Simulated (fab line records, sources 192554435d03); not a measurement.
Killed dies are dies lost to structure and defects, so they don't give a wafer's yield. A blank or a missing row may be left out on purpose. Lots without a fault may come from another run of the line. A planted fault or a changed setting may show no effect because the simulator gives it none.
Chamber matching | flow n5_finfet | N5_BEOL_M4_ALD_98 on ald_sin-03: 4 sister chambers
The step deposits SiO2, target thk 2.5 nm, pulse time 1 s, co reactant pulse time 1 s. 8 wafers are shown with their chamber, then 8 later ones without.

WAFERS WITH THEIR CHAMBER
wafer  | chamber | heater_power_w (W) | precursor_pulse_height_rel
L088.6 | 3       | 92                 | 0.987
L090.3 | 2       | 77                 | 0.975
L090.4 | 1       | 78                 | 0.998
L090.5 | 0       | 74                 | 1.011
L089.1 | 3       | 96                 | 0.998
L089.2 | 0       | 75                 | 1.008
L089.3 | 1       | 79                 | 0.969
L089.4 | 2       | 79                 | 1.022

WAFERS WITHOUT THEIR CHAMBER
wafer  | heater_power_w (W) | precursor_pulse_height_rel
L089.5 | 75                 | 1.012
L089.6 | 93                 | 0.970
L096.1 | 76                 | 0.994
L096.2 | 72                 | 0.968
L096.3 | 88                 | 1.008
L096.4 | 76                 | 0.986
L096.5 | 76                 | 0.995
L096.6 | 73                 | 1.035

WHICH CHAMBER EACH WENT THROUGH
wafer  | from the rows above          | in truth
L089.5 | can't be placed: 0 or 2      | 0
L089.6 | 3                            | 3
L096.1 | can't be placed: 0 or 2 or 1 | 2
L096.2 | can't be placed: 0 or 2 or 1 | 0
L096.3 | 3                            | 3
L096.4 | can't be placed: 2 or 0 or 1 | 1
L096.5 | can't be placed: 0 or 2 or 1 | 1
L096.6 | can't be placed: 0 or 2      | 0
Placed correctly: 2 of 8. Can't be placed from these rows: 6 (the true chamber is among the candidates in 6). Placed wrongly: 0.
How it was worked out, from the rows above alone: a wafer's distance from a chamber is the root of the sum, over the readings, of the square of ((its reading less the chamber's mean) divided by the reading's scatter). The wafer belongs to the nearest chamber; if the next one is less than 2 further off, it can't be placed. A chamber's mean is the mean of its shown wafers. The scatter: the root of (the sum of the squares of (reading less its chamber's mean) over the shown wafers, divided by (wafers less chambers)).
